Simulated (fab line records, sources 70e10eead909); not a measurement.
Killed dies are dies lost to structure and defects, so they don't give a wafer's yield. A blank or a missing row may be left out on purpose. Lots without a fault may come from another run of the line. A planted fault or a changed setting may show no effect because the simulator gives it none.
Which tool did it? | flow nand_harc | 6 lots, 18 wafers sampled, at 5 steps of a route of 1302

WHAT THE GAUGES READ, wafer by wafer
NHARC_END_SORT_01.
lot  | measured     | on        | killed_at_array
L461 | day 25 01:04 | prober-01 | 29 31 35
L465 | day 26 05:54 | prober-02 | 674 675 675
L474 | day 30 05:54 | prober-01 | 68 75 69
L477 | day 32 18:33 | prober-01 | 56 73 73
L481 | day 33 04:46 | prober-02 | 40 51 52

WHICH TOOL RAN EACH LOT (tool, then ch and the chambers of the sampled wafers, then the start)
lot  | NHARC_A_CONTACT_DEP_28        | NHARC_A_BONDPAD_PRE_CLEAN_26            | NHARC_HYBRID_BOND_ACTIVATE_00      | NHARC_THIN_TSV_STRIP_62
L461 | acl_dep-03 ch 0, day 21 23:38 | pvd_sputter-03, day 23 21:43 or earlier | rie_diel-02 ch 1,2,3, day 23 21:43 | plasma_asher-02 ch 0,1, day 24 12:38
L465 | acl_dep-03 ch 0, day 23 06:57 | -                                       | -                                  | -
L466 | acl_dep-01 ch 0, day 24 16:44 | pvd_sputter-03, day 26 14:43 or earlier | rie_diel-10 ch 0,1,2, day 26 14:43 | plasma_asher-01 ch 0,1, day 27 09:28
L474 | acl_dep-03 ch 0, day 27 04:49 | pvd_sputter-03, day 29 01:37 or earlier | rie_diel-10 ch 0,1,2, day 29 01:37 | plasma_asher-01 ch 0,1, day 29 16:59
L477 | acl_dep-02 ch 0, day 29 06:51 | pvd_sputter-02, day 31 06:30 or earlier | rie_diel-02 ch 1,2,3, day 31 06:30 | plasma_asher-01 ch 0,1, day 32 05:10
L481 | acl_dep-03 ch 0, day 30 01:38 | pvd_sputter-02, day 32 01:03 or earlier | rie_diel-10 ch 0,1,3, day 32 01:03 | plasma_asher-02 ch 0,1, day 32 15:40
- NHARC_A_CONTACT_DEP_28: deposits aC, target thk 7000 nm.
- NHARC_A_BONDPAD_PRE_CLEAN_26: time 30 s.
- NHARC_HYBRID_BOND_ACTIVATE_00: chemistry N2, time 60 s.
- NHARC_THIN_TSV_STRIP_62: strips in N2/H2, time 20 s.

THE ANSWER, worked out from the rows above alone
Rule: what is usual is taken from the lots themselves. Put in order of their means at a reading, lots are off if they are a third of the lots or fewer, leave a main group of 4 or more, and stand apart from it by a gap of 3 or more times the standard deviation of the main group's means; of several such gaps the widest counts. A main group whose means are all the same, to the digits that the tables above print for the reading, isn't used. A lot without any number at a reading at which 4 lots or more have one is off too. The other lots that the step has rows for count as sound.
Off: L465, at NHARC_END_SORT_01 (killed_at_array). The main group: mean 54, standard deviation 16. Neither off nor sound, because the step has no rows for them: L466.
A tool fits if, at a process step before that reading, it ran every lot that is off, and no sound lot after the first of them. The gauges at NHARC_END_SORT_01 are tried like those tools. NHARC_A_BONDPAD_PRE_CLEAN_26 gives no start for some lots, so the hours and the order of its lots are those of NHARC_HYBRID_BOND_ACTIVATE_00. None of those tried fits.

WHAT THE SIMULATOR HAD PUT IN
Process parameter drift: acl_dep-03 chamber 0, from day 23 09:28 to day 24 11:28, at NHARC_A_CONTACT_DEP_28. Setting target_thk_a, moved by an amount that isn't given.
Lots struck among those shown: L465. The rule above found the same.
